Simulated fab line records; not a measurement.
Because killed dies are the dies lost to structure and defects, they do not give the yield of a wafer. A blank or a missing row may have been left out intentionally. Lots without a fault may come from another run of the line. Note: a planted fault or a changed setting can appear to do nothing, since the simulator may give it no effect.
Matching of chambers | flow nand harc | NHARC_A_CONTACT_ETCH_50 on rie diel-03: 4 sister chambers
The step etches the open film in CF4/CHF3, target depth 121 nm, time 60.5 s. 8 wafers are shown with their chamber, then 6 later ones without.

EACH WAFER AND ITS CHAMBER
wafer  | chamber | showerhead plenum p Torr (Torr) | rf vpp V (V)
L414.1 | 0       | 1.59                            | 370.8
L414.2 | 3       | 1.63                            | 372.9
L421.1 | 0       | 1.58                            | 371.3
L423.2 | 2       | 1.53                            | 366.6
L423.4 | 3       | 1.62                            | 372.2
L423.6 | 1       | 1.63                            | 372.4
L426.1 | 2       | 1.53                            | 368.6
L426.2 | 1       | 1.63                            | 372.3

WAFERS MISSING THEIR CHAMBER
wafer  | showerhead plenum p Torr (Torr) | rf vpp V (V)
L432.1 | 1.63                            | 371.3
L432.3 | 1.58                            | 372.2
L432.5 | 1.62                            | 372.6
L436.2 | 1.58                            | 371.4
L436.3 | 1.62                            | 372.4
L436.6 | 1.63                            | 371.7

WHICH CHAMBER EACH ONE RAN IN
wafer  | from the rows above     | in truth
L432.1 | can't be placed: 1 or 3 | 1
L432.3 | 0                       | 0
L432.5 | can't be placed: 3 or 1 | 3
L436.2 | 0                       | 0
L436.3 | can't be placed: 3 or 1 | 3
L436.6 | can't be placed: 1 or 3 | 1
Correct placement for 2 of the 6. Cannot be placed on the basis of these rows: 4; the candidates contain the true chamber in 4. 0 placed wrongly.
How it was worked out, from the rows above alone: a wafer's distance from a chamber is the root of the sum, over the readings, of the square of ((its reading less the chamber's mean) divided by the reading's scatter). The wafer belongs to the nearest chamber; if the next one is less than 2 further off, it can't be placed. A chamber's mean is the mean of its shown wafers. How the scatter is found: for the shown wafers, subtract from each reading the mean of its chamber, square and add these, divide the total by (wafers less chambers), then take the root.
